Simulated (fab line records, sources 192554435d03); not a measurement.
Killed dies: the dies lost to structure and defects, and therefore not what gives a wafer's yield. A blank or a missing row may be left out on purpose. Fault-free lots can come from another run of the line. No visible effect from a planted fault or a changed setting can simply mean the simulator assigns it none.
Matching of chambers -- flow n5Finfet -- rieDiel-04 running N5_BEOL_M10_STRIP_36: 4 sister chambers
The step strips in N2/H2. 27 wafers are shown with their chamber, then 12 later ones without.

EACH WAFER AND ITS CHAMBER
wafer,chamber,drypumpMotorCurrentA (A),showerheadPlenumPTorr (Torr),throttleValvePct (%)
L077.3,2,4.8,2.46,23.29
L077.4,0,5.9,2.41,23.91
L077.6,0,5.9,2.41,23.87
L076.3,2,4.8,2.46,23.29
L076.4,1,5.3,2.59,23.70
L076.6,1,5.3,2.60,23.69
L075.3,3,5.7,2.41,23.53
L075.4,2,4.8,2.46,23.32
L075.6,0,5.8,2.41,23.91
L078.2,1,5.3,2.59,23.73
L078.4,3,5.6,2.41,23.55
L078.5,0,5.9,2.41,23.89
L080.1,2,4.8,2.46,23.28
L080.4,0,5.9,2.41,23.90
L080.6,0,5.9,2.41,23.86
L082.1,0,5.9,2.41,23.95
L082.4,1,5.3,2.59,23.71
L082.5,0,5.9,2.41,23.91
L083.1,3,5.6,2.40,23.55
L083.2,1,5.3,2.59,23.72
L083.3,2,4.8,2.45,23.29
L083.4,2,4.8,2.45,23.30
L083.5,1,5.3,2.59,23.73
L083.6,3,5.6,2.41,23.55
L085.2,0,5.9,2.40,23.90
L085.4,2,4.8,2.45,23.30
L085.6,2,4.8,2.45,23.32

SIGNATURES (means of the wafers above)
reading,chamber 0,chamber 1,chamber 2,chamber 3,scatter within a chamber
drypumpMotorCurrentA,5.889,5.300,4.800,5.625,0.0267
showerheadPlenumPTorr,2.4089,2.5917,2.4550,2.4075,0.00441
throttleValvePct,23.9000,23.7133,23.2987,23.5450,0.0192
Rule: a wafer lies at a distance from a chamber equal to the root of the sum of squares, over the readings, of (its reading less the chamber's mean, divided by the reading's scatter). If the next closest chamber is less than 2 further off than the closest, the wafer can't be placed; otherwise it belongs to the closest. The scatter is the square root of a quotient: the sum, over the shown wafers, of each reading's squared deviation from its chamber's mean, divided by wafers minus chambers.

WAFERS WITH NO CHAMBER GIVEN
wafer,drypumpMotorCurrentA (A),showerheadPlenumPTorr (Torr),throttleValvePct (%)
L088.2,5.9,2.40,23.90
L088.5,5.6,2.40,23.60
L088.6,4.8,2.45,23.36
L090.2,5.9,2.40,23.92
L090.3,5.6,2.40,23.56
L090.4,4.8,2.45,23.35
L094.4,4.8,2.44,23.35
L094.5,5.9,2.40,23.94
L094.6,5.3,2.58,23.56
L097.4,5.9,2.71,23.33
L097.5,4.8,2.44,23.36
L097.6,5.3,2.58,23.60

WHICH CHAMBER EACH WENT THROUGH
wafer,from the rows above,in truth
L088.2,0,0
L088.5,3,3
L088.6,2,2
L090.2,0,0
L090.3,3,3
L090.4,2,2
L094.4,2,2
L094.5,0,0
L094.6,1,1
L097.4,1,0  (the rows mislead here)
L097.5,2,2
L097.6,1,1
Correctly placed: 11 of 12. Can't be placed from these rows: 0. 1 placed wrongly.
